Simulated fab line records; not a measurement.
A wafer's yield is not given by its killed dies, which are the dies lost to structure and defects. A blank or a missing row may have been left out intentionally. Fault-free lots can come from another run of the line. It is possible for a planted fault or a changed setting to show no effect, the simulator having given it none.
Code-filled problem report in 8D (eight disciplines) form + flow n5Finfet + the parts of the form that need people (team, actions taken, sign-off) are left out

== 1. THE ISSUE ==
beamEnergyKeV at N5_WELL_APT_IMPLANT_32 reads a mean of 56.673 on 6 wafers of 2 lots; wafers without a fault read 50.005 with a standard deviation of 0.014. That is +99 or more standard deviations from the usual mean.
First observed at day 3 15:35: wafer L604.1, on implanter-02. At this step, 18 wafers from 6 lots have a number in the record. Rule for "out", or "out of limits": more than 4 standard deviations from the usual mean. Any other wafer with a number is counted as sound.

== 2. WHAT IT IS, AND WHAT IT ISN'T ==
| question                    | is                     | is not                                                                   |
|-----------------------------|------------------------|--------------------------------------------------------------------------|
| which readings at this step | beamEnergyKeV          | -                                                                        |
| which lots                  | L604, L606             | L596, L598, L615, L619                                                   |
| which wafers of those lots  | all that have a number | -                                                                        |
| read on which tools         | implanter-02           | implanter-01                                                             |
| when                        | from day 3 15:35       | up to then (6 sound wafers); but 6 sound wafers of L615, L619 came after |

== 3. SUSPECTS, AND WHAT RULES EACH OUT ==
Counting: any tool at a process step up to the reading is kept as a suspect provided that every lot that is out went through it and no sound lot did after the first of them.
- implanter-02 at N5_WELL_APT_IMPLANT_32: kept. It ran every lot that is out, first L604 (day 3 15:35), and no sound lot after that; its last sound lot up to then is L598 (day 2 03:20). Its own beamEnergyKeV readings are out on those wafers.
Left after counting: implanter-02 at N5_WELL_APT_IMPLANT_32.

== 4. THE CAUSE (what the simulator had put in) ==
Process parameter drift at N5_WELL_APT_IMPLANT_32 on implanter-02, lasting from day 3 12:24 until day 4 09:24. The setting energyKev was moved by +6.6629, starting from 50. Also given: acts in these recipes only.
Counting left only this tool.

== 5. SEQUENCE OF EFFECTS, ordered by route ==
Rows list readings where the struck wafers' mean (over those with a number) sits beyond 3 standard deviations from the usual. Readings are gone through only where the record gives a usual standard deviation; hours: the median, over the lots, of the time from a lot's start at the first step in this table giving one to that lot's start at this step; sigmas: the change measured in usual standard deviations.
| hours | step                   | reading       | usual  | on struck wafers | change | sigmas      |
|-------|------------------------|---------------|--------|------------------|--------|-------------|
| 0     | N5_WELL_APT_IMPLANT_32 | beamEnergyKeV | 50.005 | 56.673           | +6.668 | +99 or more |
Its process steps:
- N5_WELL_APT_IMPLANT_32

== 6. HOW IT WOULD HAVE BEEN CAUGHT EARLIER ==
The fault began at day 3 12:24; the first out-of-limits reading in this record came at day 3 15:35, 3 hours later.
